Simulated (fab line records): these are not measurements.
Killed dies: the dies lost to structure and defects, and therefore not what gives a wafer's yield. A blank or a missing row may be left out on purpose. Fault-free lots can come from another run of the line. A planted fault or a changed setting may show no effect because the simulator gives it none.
Which tool is to blame?	flow n5Finfet	10 lots with 29 wafers sampled at 5 steps, on a route of 1938 steps

## WHAT THE GAUGES READ, wafer by wafer
N5_BEOL_M4_RC_MEAS_101.
lot	measured	on	DIBL_N (mV/V)
L310	day 8 17:25	prober-02	36.5 34.5 34.4
L313	day 9 18:07	prober-01	34.8 36.1
L315	day 10 05:05	prober-01	34.8 37.0 38.5
L317	day 10 11:44	prober-01	38.1 35.3 37.7
L327	day 12 19:56	prober-02	36.7 37.2 38.1
L328	day 13 00:13	prober-02	35.1 32.9 35.1
L326	day 12 21:11	prober-01	35.9 37.4 35.4
L329	day 13 15:59	prober-02	38.0 36.2 38.5
L332	day 13 23:31	prober-01	37.5 35.8 38.0
L331	day 14 01:47	prober-01	34.4 33.3 32.8

## EACH LOT AND THE TOOL THAT RAN IT (in order: tool; ch and the chambers of the sampled wafers; start)
lot	N5_BEOL_M3_VIA_ETCH_34	N5_BEOL_M3_SPUTTER_48	N5_BEOL_M3_ANNEAL_82	N5_BEOL_M3_ANNEAL_87
L310	rieDiel-04 ch 2,3, day 7 12:35	pvdSputter-03, day 7 14:47	pvdSputter-03, day 7 15:18	pvdSputter-03, day 7 15:31
L313	rieDiel-01 ch 1,2, day 8 23:31	pvdSputter-02, day 9 00:41	pvdSputter-02, day 9 01:13	pvdSputter-02, day 9 01:26
L315	rieDiel-04 ch 0,1,2, day 9 13:43	pvdSputter-01, day 9 16:33	pvdSputter-01, day 9 17:04	pvdSputter-01, day 9 17:17
L317	rieDiel-04 ch 2,3, day 9 16:46	pvdSputter-03, day 9 18:44	pvdSputter-03, day 9 19:16	pvdSputter-03, day 9 19:29
L327	rieDiel-05 ch 1,2,3, day 11 22:40	pvdSputter-03, day 12 00:08	pvdSputter-03, day 12 00:40	pvdSputter-03, day 12 00:53
L328	rieDiel-05 ch 0,1,3, day 12 02:39	pvdSputter-01, day 12 04:29	pvdSputter-01, day 12 05:00	pvdSputter-01, day 12 05:13
L326	rieDiel-04 ch 0,2,3, day 12 02:41	pvdSputter-02, day 12 05:07	pvdSputter-02, day 12 05:38	pvdSputter-02, day 12 05:51
L329	rieDiel-04 ch 2,3, day 12 13:57	pvdSputter-02, day 12 15:24	pvdSputter-02, day 12 15:55	pvdSputter-02, day 12 16:08
L332	rieDiel-01 ch 0, day 12 23:22	pvdSputter-03, day 13 01:55	pvdSputter-03, day 13 02:26	pvdSputter-03, day 13 02:40
L331	rieDiel-01 ch 0,1,2, day 13 10:39	pvdSputter-01, day 13 12:12	pvdSputter-01, day 13 12:43	pvdSputter-01, day 13 12:56
- N5_BEOL_M3_VIA_ETCH_34: etches the open film in C4F6/O2, target depth 69.4 nm, time 65.9 s.
- N5_BEOL_M3_SPUTTER_48: material Cu, target thk 4.5 nm, time 8.29 s.
- N5_BEOL_M3_ANNEAL_82: time 240 s.
- N5_BEOL_M3_ANNEAL_87: time 240 s.

## THE ANSWER, worked out from the rows above alone
Rule: the usual values come from the lots themselves. Put in order of their means at a reading, lots are off if they are a third of the lots or fewer, leave a main group of 4 or more, and stand apart from it by a gap of 3 or more times the standard deviation of the main group's means; of several such gaps the widest counts. If all means in a main group match to the digits the tables above print for the reading, that group is not used. A lot without any number at a reading at which 4 lots or more have one is off too. All remaining lots with rows at the step are treated as sound.
No lot is off on any of the readings shown, so nothing can be concluded from this.

## WHAT HAD BEEN PUT IN BY THE SIMULATOR
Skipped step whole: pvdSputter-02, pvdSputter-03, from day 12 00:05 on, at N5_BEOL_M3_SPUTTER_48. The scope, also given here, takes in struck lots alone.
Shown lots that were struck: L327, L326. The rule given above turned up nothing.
